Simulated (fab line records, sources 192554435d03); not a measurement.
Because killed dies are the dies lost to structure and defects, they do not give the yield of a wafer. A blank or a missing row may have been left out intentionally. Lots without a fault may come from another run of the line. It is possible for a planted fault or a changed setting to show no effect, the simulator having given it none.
Lot-split experiment + flow n5Finfet + 21 wafers read from 7 lots, route of 1938 steps

== ON THE SPLIT ==
At N5_BEOL_M14_TRENCH_ETCH_34 (etches SiO2 in C4F8/O2/Ar, target depth 556.65 nm, time 126.9 s), the setting biasW was moved away from the recipe's 2040 W on 6 of the 21 wafers read, by -15.0% to +8.4%. This setting was run at the recipe's value on the other wafers.

Reading taken at the split's own step.

== THE READING ==
rfVppV, in V, at N5_BEOL_M14_TRENCH_ETCH_34 (etches SiO2 in C4F8/O2/Ar, target depth 556.65 nm, time 126.9 s). Typical for fault-free wafers on this fab line: 2222 V, with standard deviation 38 V.

| wafer  | tool, chamber at the split | biasW as run, W | against the recipe | rfVppV, V | against lot-mates on the recipe |
|--------|----------------------------|-----------------|--------------------|-----------|---------------------------------|
| L074.1 | rieDiel-04, 3              | 1873            | -8.2%              | 2122      | -71                             |
| L074.2 | rieDiel-04, 1              | 2040            | recipe             | 2193      | -                               |
| L074.3 | rieDiel-04, 0              | 1873            | -8.2%              | 2093      | -100                            |
| L078.1 | rieDiel-02, 2              | 2040            | recipe             | 2140      | -                               |
| L078.3 | rieDiel-02, 1              | 1896            | -7.1%              | 2084      | -98                             |
| L078.5 | rieDiel-02, 0              | 2040            | recipe             | 2224      | -                               |
| L077.3 | rieDiel-01, 1              | 2040            | recipe             | 2241      | -                               |
| L077.4 | rieDiel-01, 3              | 2040            | recipe             | 2265      | -                               |
| L077.5 | rieDiel-01, 3              | 2040            | recipe             | 2266      | -                               |
| L080.1 | rieDiel-04, 1              | 2040            | recipe             | 2194      | -                               |
| L080.2 | rieDiel-04, 0              | 2212            | +8.4%              | 2352      | +158                            |
| L080.3 | rieDiel-04, 2              | 2212            | +8.4%              | 2377      | +183                            |
| L084.4 | rieDiel-04, 0              | 2040            | recipe             | 2225      | -                               |
| L084.5 | rieDiel-04, 3              | 2040            | recipe             | 2252      | -                               |
| L084.6 | rieDiel-04, 2              | 2040            | recipe             | 2247      | -                               |
| L088.1 | rieDiel-04, 3              | 2040            | recipe             | 2251      | -                               |
| L088.2 | rieDiel-04, 1              | 2040            | recipe             | 2194      | -                               |
| L088.5 | rieDiel-04, 2              | 1733            | -15.0%             | 2001      | -222                            |
| L096.2 | rieDiel-01, 3              | 2040            | recipe             | 2261      | -                               |
| L096.3 | rieDiel-01, 2              | 2040            | recipe             | 2256      | -                               |
| L096.6 | rieDiel-01, 3              | 2040            | recipe             | 2262      | -                               |

THE FIT
A straight line over all 21 wafers: rfVppV changes by +15.9 V for each +1% of biasW; r = +0.93; the points scatter about the line by 33 V.
The same after taking each lot's own level away (the mean of its wafers on the recipe; 21 wafers): +15.4 V for each +1%; r = +0.96; scatter 25 V.
The reading moves by 2.3e+02 V for the largest change in biasW, on that fit.
The lots' own levels span 2182.0 to 2259.7 V, that is 2.0 times the standard deviation above.
Consequently the slope shifts little with the lot-to-lot level, the two slopes agreeing.
Check: with one of the wafers moved furthest among these (-15.0%) left out of the fit, the line predicts -223 V for it against its lot-mates. It came out at -222 V against them.
Tool readings at the split's step, against how far the setting was moved: rfVppV r = +0.93.

== THESE WAFERS: OTHER SPLITS ==
These wafers also went through other splits before the reading. Each is held against what the fit with the lots' levels taken away leaves over:
| other split on the same wafers | wafers away from the commonest value | r with rfVppV (lot level and that fit taken away) |
|--------------------------------|--------------------------------------|---------------------------------------------------|
| N5_BEOL_M11_EXPOSE_08 doseMj   | 5                                    | -0.34                                             |
| N5_BEOL_M12_ETCH_68 timeS      | 5                                    | +0.41                                             |
| N5_BEOL_M13_EXPOSE_07 doseMj   | 8                                    | +0.35                                             |
| N5_BEOL_M14_PEB_26 pebTempC    | 5                                    | -0.17                                             |

== THE FILE'S OWN FIT ==
rfVppV changes by +14.9 V for each +1% of biasW, r = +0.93.
